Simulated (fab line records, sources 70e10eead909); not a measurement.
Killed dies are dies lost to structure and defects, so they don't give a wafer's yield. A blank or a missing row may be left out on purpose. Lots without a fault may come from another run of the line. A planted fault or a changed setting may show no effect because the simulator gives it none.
Which tool did it? | flow nand_harc | 13 lots, 39 wafers sampled, at 5 steps of a route of 1302

WHAT THE GAUGES READ, wafer by wafer
NHARC_P_GATE_CD_MEAS_91: target cd 2000 nm.
lot  | measured     | on        | cd_nm (nm)
L696 | day 5 20:20  | cd_sem-02 | 2002.2 2000.7 2000.3
L698 | day 6 16:45  | cd_sem-01 | 2002.8 2001.6 2000.9
L700 | day 7 09:17  | cd_sem-02 | 2001.0 2003.0 2000.5
L701 | day 7 15:04  | cd_sem-01 | 2000.5 1998.8 2001.8
L702 | day 8 03:50  | cd_sem-01 | 2000.1 2001.0 2002.5
L703 | day 8 11:37  | cd_sem-02 | 1999.0 1999.8 2001.9
L704 | day 9 02:05  | cd_sem-01 | 2002.7 2002.8 2000.0
L705 | day 9 08:36  | cd_sem-01 | 2000.5 1997.9 1998.7
L706 | day 9 14:39  | cd_sem-02 | - - -
L709 | day 10 22:46 | cd_sem-02 | 1999.4 1997.3 1997.7
L715 | day 13 09:45 | cd_sem-02 | 2001.4 2000.5 1998.4
L718 | day 14 22:11 | cd_sem-03 | 2000.3 1997.9 1998.8
L719 | day 15 11:08 | cd_sem-01 | 1998.3 1996.1 2000.2

NHARC_P_GATE_INSPECT_68.
lot  | measured     | on                | raw_defect_count
L696 | day 5 23:25  | defect_inspect-02 | 260 174 155
L698 | day 6 19:48  | defect_inspect-02 | 166 125 120
L700 | day 7 12:22  | defect_inspect-01 | 97 96 126
L701 | day 7 18:08  | defect_inspect-01 | 168 86 233
L702 | day 8 06:55  | defect_inspect-01 | 138 125 308
L703 | day 8 14:43  | defect_inspect-02 | 140 201 327
L704 | day 9 05:10  | defect_inspect-02 | 292 308 274
L705 | day 9 11:40  | defect_inspect-02 | 149 158 195
L706 | day 9 17:44  | defect_inspect-02 | 237 408 166
L709 | day 11 01:51 | defect_inspect-02 | 181 150 321
L715 | day 13 12:49 | defect_inspect-01 | 110 276 253
L718 | day 15 01:20 | defect_inspect-01 | 134 134 260
L719 | day 15 14:12 | defect_inspect-02 | 309 161 237

WHICH TOOL RAN EACH LOT (tool, then ch and the chambers of the sampled wafers, then the start)
lot  | NHARC_P_GATE_ETCHBACK_37                      | NHARC_P_GATE_EXPOSE_88            | NHARC_P_GATE_RTA_64
L696 | rie_diel-09 ch 0,1,2, day 5 20:11 or earlier  | krf_scanner-02 ch 0, day 5 20:11  | rtp_anneal-01 ch 0, day 5 22:09
L698 | rie_diel-13 ch 1,2, day 6 16:35 or earlier    | krf_scanner-02 ch 0, day 6 16:35  | rtp_anneal-01 ch 0, day 6 18:33
L700 | rie_diel-13 ch 0,1,2, day 7 09:08 or earlier  | krf_scanner-02 ch 0, day 7 09:08  | rtp_anneal-01 ch 0, day 7 11:07
L701 | rie_diel-04 ch 0,1,2, day 7 14:55 or earlier  | krf_scanner-04 ch 0, day 7 14:55  | rtp_anneal-02 ch 0, day 7 16:53
L702 | rie_diel-09 ch 0,2, day 8 03:41 or earlier    | krf_scanner-02 ch 0, day 8 03:41  | rtp_anneal-01 ch 0, day 8 05:40
L703 | rie_diel-04 ch 0,3, day 8 11:27 or earlier    | krf_scanner-03 ch 0, day 8 11:27  | rtp_anneal-01 ch 0, day 8 13:26
L704 | rie_diel-09 ch 0,1,2, day 9 01:55 or earlier  | krf_scanner-04 ch 0, day 9 01:55  | rtp_anneal-02 ch 0, day 9 03:56
L705 | rie_diel-09 ch 1,2, day 9 08:26 or earlier    | krf_scanner-03 ch 0, day 9 08:26  | rtp_anneal-02 ch 0, day 9 10:26
L706 | rie_diel-09 ch 0,1,3, day 9 14:30 or earlier  | krf_scanner-03 ch 0, day 9 14:30  | rtp_anneal-02 ch 0, day 9 16:29
L709 | rie_diel-13 ch 1,2, day 10 22:37 or earlier   | krf_scanner-04 ch 0, day 10 22:37 | rtp_anneal-02 ch 0, day 11 00:37
L715 | rie_diel-09 ch 0,2, day 13 09:36 or earlier   | krf_scanner-02 ch 0, day 13 09:36 | rtp_anneal-01 ch 0, day 13 11:34
L718 | rie_diel-04 ch 0,1, day 14 22:02 or earlier   | krf_scanner-03 ch 0, day 14 22:02 | rtp_anneal-02 ch 0, day 15 00:01
L719 | rie_diel-09 ch 0,2,3, day 15 10:58 or earlier | krf_scanner-04 ch 0, day 15 10:58 | rtp_anneal-02 ch 0, day 15 12:57
- NHARC_P_GATE_ETCHBACK_37: etches the open film in CHF3/O2, target depth 34.5 nm, time 17.2 s.
- NHARC_P_GATE_EXPOSE_88: exposes mask P HVN, target cd 2000 nm.
- NHARC_P_GATE_RTA_64: time 1 s.

WHAT THE TOOLS THEMSELVES READ (means of the sampled wafers that have a number; where no wafer has one, the mark that the record gives instead)
NHARC_P_GATE_ETCHBACK_37.
lot  | tool        | chf3_flow_sccm (sccm) | drypump_motor_current_A (A) | oes_product_au (a.u.) | rf_vpp_V (V) | showerhead_plenum_p_Torr (Torr) | throttle_valve_pct (%)
L696 | rie_diel-09 | 50.17                 | 5.9                         | 0.924                 | 368.1        | 2.29                            | 20.578
L698 | rie_diel-13 | 49.99                 | 5.4                         | 0.967                 | 372.9        | 2.50                            | 20.571
L700 | rie_diel-13 | 50.02                 | 5.6                         | 0.950                 | 370.3        | 2.42                            | 20.578
L701 | rie_diel-04 | 49.86                 | 6.0                         | 0.925                 | 371.2        | 2.42                            | 20.576
L702 | rie_diel-09 | 50.25                 | 5.8                         | 0.915                 | 368.3        | 2.29                            | 20.568
L703 | rie_diel-04 | 50.03                 | 5.5                         | 0.909                 | 372.7        | 2.49                            | 20.564
L704 | rie_diel-09 | 50.00                 | 5.9                         | 1.009                 | 368.1        | 2.28                            | 20.578
L705 | rie_diel-09 | 50.11                 | 5.6                         | 0.925                 | 366.5        | 2.25                            | 20.563
L706 | rie_diel-09 | 49.93                 | 5.9                         | 0.926                 | 370.6        | 2.39                            | 20.569
L709 | rie_diel-13 | 50.22                 | 5.4                         | 0.990                 | 371.9        | 2.45                            | 20.575
L715 | rie_diel-09 | 49.97                 | 5.8                         | 0.919                 | 369.2        | 2.29                            | 20.575
L718 | rie_diel-04 | 49.89                 | 5.5                         | 0.933                 | 373.5        | 2.52                            | 20.575
L719 | rie_diel-09 | 49.98                 | 5.8                         | 0.940                 | 370.8        | 2.39                            | 20.561

NHARC_P_GATE_EXPOSE_88.
lot  | tool           | exposure_dose_mJ_cm2 | stage_vel_mm_s (mm/s)
L696 | krf_scanner-02 | 11.860               | 500.15
L698 | krf_scanner-02 | 11.867               | 500.18
L700 | krf_scanner-02 | 11.860               | 500.00
L701 | krf_scanner-04 | 11.871               | 499.99
L702 | krf_scanner-02 | 11.879               | 499.90
L703 | krf_scanner-03 | 11.869               | 499.95
L704 | krf_scanner-04 | 11.881               | 499.95
L705 | krf_scanner-03 | 11.866               | 500.05
L706 | krf_scanner-03 | 11.868               | 500.20
L709 | krf_scanner-04 | 11.869               | 500.16
L715 | krf_scanner-02 | 11.877               | 499.71
L718 | krf_scanner-03 | 11.862               | 500.01
L719 | krf_scanner-04 | 11.876               | 499.83

NHARC_P_GATE_RTA_64.
lot  | tool          | lamp_power_pct (%) | lamp_zone_2_pct (%) | wafer_temp_C_max
L696 | rtp_anneal-01 | 39.2               | 39.3                | 1052.7
L698 | rtp_anneal-01 | 39.2               | 39.2                | 1052.9
L700 | rtp_anneal-01 | 39.2               | 39.3                | 1052.7
L701 | rtp_anneal-02 | 37.6               | 37.7                | 1056.0
L702 | rtp_anneal-01 | 39.2               | 39.2                | 1053.2
L703 | rtp_anneal-01 | 39.2               | 39.2                | 1052.9
L704 | rtp_anneal-02 | 37.6               | 37.6                | 1056.5
L705 | rtp_anneal-02 | 37.6               | 37.6                | 1056.5
L706 | rtp_anneal-02 | 37.6               | 37.6                | 1056.5
L709 | rtp_anneal-02 | 37.6               | 37.7                | 1056.4
L715 | rtp_anneal-01 | 39.3               | 39.3                | 1053.1
L718 | rtp_anneal-02 | 37.6               | 37.7                | 1056.5
L719 | rtp_anneal-02 | 37.6               | 37.6                | 1057.3

THE ANSWER, worked out from the rows above alone
Rule: what is usual is taken from the lots themselves. Put in order of their means at a reading, lots are off if they are a third of the lots or fewer, leave a main group of 4 or more, and stand apart from it by a gap of 3 or more times the standard deviation of the main group's means; of several such gaps the widest counts. A main group whose means are all the same, to the digits that the tables above print for the reading, isn't used. A lot without any number at a reading at which 4 lots or more have one is off too. The other lots that the step has rows for count as sound. The gauges are gone through in route order, then the tools' own readings, and for those a lot's mean is taken as printed above. The first step at which some lot is off is used, and at that step the reading that is off furthest; a lot without a number counts as furthest.
Off: L706, at NHARC_P_GATE_CD_MEAS_91 (cd_nm). Without a number there: L706. The main group: mean 2000.2 nm, standard deviation 1.3.
A tool fits if, at a process step before that reading, it ran every lot that is off, and no sound lot after the first of them. The gauges at NHARC_P_GATE_CD_MEAS_91 are tried like those tools. NHARC_P_GATE_ETCHBACK_37 gives no start for some lots, so the hours and the order of its lots are those of NHARC_P_GATE_EXPOSE_88. None of those tried fits.

WHAT THE SIMULATOR HAD PUT IN
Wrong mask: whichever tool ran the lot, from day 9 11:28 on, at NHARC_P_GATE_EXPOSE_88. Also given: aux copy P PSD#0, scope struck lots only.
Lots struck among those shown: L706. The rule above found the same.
